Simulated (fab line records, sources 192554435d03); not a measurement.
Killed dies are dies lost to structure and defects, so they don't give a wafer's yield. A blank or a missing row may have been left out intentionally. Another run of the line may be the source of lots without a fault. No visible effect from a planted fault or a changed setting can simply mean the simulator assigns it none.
Which tool is to blame? / flow n5Finfet / Sampling: 12 lots, 36 wafers, 3 of 1938 route steps

## WHAT THE GAUGES READ, wafer by wafer
N5_BEOL_M9_OCD_MEAS_38.
lot=L075; measured=day 9 22:43; on=ocd-02; trenchDepthNm (nm)=154 146 155
lot=L077; measured=day 10 09:02; on=ocd-02; trenchDepthNm (nm)=148 156 151
lot=L079; measured=day 10 15:32; on=ocd-01; trenchDepthNm (nm)=151 151 158
lot=L080; measured=day 11 09:32; on=ocd-01; trenchDepthNm (nm)=146 154 152
lot=L084; measured=day 12 05:32; on=ocd-01; trenchDepthNm (nm)=150 156 149
lot=L086; measured=day 12 11:51; on=ocd-02; trenchDepthNm (nm)=150 146 153
lot=L087; measured=day 13 12:04; on=ocd-01; trenchDepthNm (nm)=150 146 150
lot=L088; measured=day 13 21:21; on=ocd-02; trenchDepthNm (nm)=156 150 147
lot=L089; measured=day 13 23:44; on=ocd-01; trenchDepthNm (nm)=150 148 150
lot=L094; measured=day 14 21:42; on=ocd-01; trenchDepthNm (nm)=151 151 157
lot=L095; measured=day 15 09:10; on=ocd-02; trenchDepthNm (nm)=147 154 148
lot=L097; measured=day 16 03:42; on=ocd-01; trenchDepthNm (nm)=152 153 152

## WHAT TOOL EACH LOT RAN ON (gives the tool, then ch and the chambers of the sampled wafers, and finally the start)
lot=L075; N5_BEOL_M9_ETCH_76=rieDiel-03 ch 0,1,2, day 9 22:17; N5_BEOL_M9_STRIP_36=rieDiel-03 ch 0,1,2, day 9 22:29
lot=L077; N5_BEOL_M9_ETCH_76=rieDiel-04 ch 0,2,3, day 10 08:37; N5_BEOL_M9_STRIP_36=rieDiel-04 ch 0,2,3, day 10 08:49
lot=L079; N5_BEOL_M9_ETCH_76=rieDiel-01 ch 1,2,3, day 10 15:07; N5_BEOL_M9_STRIP_36=rieDiel-01 ch 1,2,3, day 10 15:19
lot=L080; N5_BEOL_M9_ETCH_76=rieDiel-04 ch 0,3, day 11 09:07; N5_BEOL_M9_STRIP_36=rieDiel-04 ch 0,3, day 11 09:19
lot=L084; N5_BEOL_M9_ETCH_76=rieDiel-04 ch 0,1, day 12 05:07; N5_BEOL_M9_STRIP_36=rieDiel-04 ch 0,1, day 12 05:19
lot=L086; N5_BEOL_M9_ETCH_76=rieDiel-04 ch 0,1,3, day 12 11:26; N5_BEOL_M9_STRIP_36=rieDiel-04 ch 0,1,3, day 12 11:38
lot=L087; N5_BEOL_M9_ETCH_76=rieDiel-03 ch 0,2,3, day 13 11:38; N5_BEOL_M9_STRIP_36=rieDiel-03 ch 0,2,3, day 13 11:50
lot=L088; N5_BEOL_M9_ETCH_76=rieDiel-04 ch 0,1,3, day 13 20:55; N5_BEOL_M9_STRIP_36=rieDiel-04 ch 0,1,3, day 13 21:08
lot=L089; N5_BEOL_M9_ETCH_76=rieDiel-04 ch 1,2, day 13 23:19; N5_BEOL_M9_STRIP_36=rieDiel-04 ch 1,2, day 13 23:31
lot=L094; N5_BEOL_M9_ETCH_76=rieDiel-01 ch 0,2,3, day 14 21:17; N5_BEOL_M9_STRIP_36=rieDiel-01 ch 0,2,3, day 14 21:29
lot=L095; N5_BEOL_M9_ETCH_76=rieDiel-04 ch 0,2,3, day 15 08:44; N5_BEOL_M9_STRIP_36=rieDiel-04 ch 0,2,3, day 15 08:57
lot=L097; N5_BEOL_M9_ETCH_76=rieDiel-03 ch 1,2,3, day 16 03:16; N5_BEOL_M9_STRIP_36=rieDiel-03 ch 1,2,3, day 16 03:29
- N5_BEOL_M9_ETCH_76: etches underlayer in N2/H2, target depth 6.5 nm, time 5.2 s.
- N5_BEOL_M9_STRIP_36: strips in N2/H2.

## THE ANSWER, worked out from the rows above alone
Rule: the usual values come from the lots themselves. Put in order of their means at a reading, lots are off if they are a third of the lots or fewer, leave a main group of 4 or more, and stand apart from it by a gap of 3 or more times the standard deviation of the main group's means; of several such gaps the widest counts. If all means in a main group match to the digits the tables above print for the reading, that group is not used. A lot without any number at a reading at which 4 lots or more have one is off too. Any other lot the step has rows for is counted as sound.
None of the lots is off at any reading shown; this tells nothing.

## WHAT THE SIMULATOR HAD INSERTED
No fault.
